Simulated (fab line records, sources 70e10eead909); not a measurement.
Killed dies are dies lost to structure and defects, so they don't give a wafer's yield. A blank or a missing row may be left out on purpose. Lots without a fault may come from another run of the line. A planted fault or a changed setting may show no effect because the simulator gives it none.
A struck lot beside a sound one | flow nand_harc | 14 steps out of a route of 1302
Sound: wafers L845.1, L845.2, L845.3. Struck: wafers L858.2, L858.3, L858.5. The cause comes at the end.
At each step with rows: each side's tool, then ch and its chambers, then its first start. Under that, the readings that differ: sound wafers | struck wafers | difference of the means | sigmas: that difference in standard deviations of wafers without a fault.
alike: readings whose means differ by less than 2 such deviations, and words and numbers that are the same on both sides. not compared: withheld readings, readings that some wafer has no value for, bounds like >300 that may hide the same value, and numbers for which the record gives no deviation and whose values overlap.
The two part at a step that has a row with sigmas, a row that says differs or no value, or rows on one side only. Numbers that don't overlap but have no deviation are shown without sigmas and don't part them. A reading that every wafer of one side lacks parts them only if that side has two wafers or more.

NHARC_A_ONON_D1_INSPECT_32:
  sound on defect_inspect-02, day 9 18:13; struck on defect_inspect-01, day 14 21:52
  alike: raw_defect_count
NHARC_A_CHANNEL_HOLE_D1_DEP_00: deposits aC, target thk 3100 nm.
  sound on acl_dep-01 ch 0, day 9 18:17; struck on acl_dep-02 ch 0, day 14 22:14
  alike: throttle_valve_pct
NHARC_A_CHANNEL_HOLE_D1_DEP_01: deposits SiON, target thk 140 nm.
  sound on pecvd-02 ch 0,1,2, day 9 20:13; struck on pecvd-02 ch 0,1,2, day 14 23:52
  alike: heater_power_w
then, 9 steps without rows for these wafers: NHARC_A_CHANNEL_HOLE_D1_DEHYDRATE_02 (time 120 s); NHARC_A_CHANNEL_HOLE_D1_HMDS_03 (time 30 s); NHARC_A_CHANNEL_HOLE_D1_COAT_36 (time 75 s); NHARC_A_CHANNEL_HOLE_D1_COAT_37 (time 65 s); NHARC_A_CHANNEL_HOLE_D1_COAT_04 (resist thk 90 nm); NHARC_A_CHANNEL_HOLE_D1_SOFTBAKE_05 (time 55 s); NHARC_A_CHANNEL_HOLE_D1_EBR_06; NHARC_A_CHANNEL_HOLE_D1_EXPOSE_07 (exposes mask HOLE D1, target cd 100 nm); NHARC_A_CHANNEL_HOLE_D1_PEB_08 (peb time 65 s).
NHARC_A_CHANNEL_HOLE_D1_DEVELOP_09: develop time 35 s.
  sound on litho_track-04 ch 0, day 9 20:00; struck on litho_track-06, day 15 00:00
  no value came back on the struck wafers for chill_plate_temp_C (C), develop_time_s (s); on the sound wafers chill_plate_temp_C (C) reads 22.89 22.96 22.81
NHARC_A_CHANNEL_HOLE_D1_CD_MEAS_10: target cd 100 nm.
  sound on cd_sem-02 ch 0, day 9 20:49; struck on cd_sem-02 ch 0, day 15 00:27
  reading    | sound             | struck | difference                    | sigmas
  cd_nm (nm) | 100.7 100.1 100.2 | - - -  | no value on the struck wafers |

WHERE THEY PART
First at NHARC_A_CHANNEL_HOLE_D1_DEVELOP_09; last, within this record, at NHARC_A_CHANNEL_HOLE_D1_CD_MEAS_10.

WHY: what the simulator had put in
Skipped step whole: litho_track-06, from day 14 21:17 on, at NHARC_A_CHANNEL_HOLE_D1_DEVELOP_09. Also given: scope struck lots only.
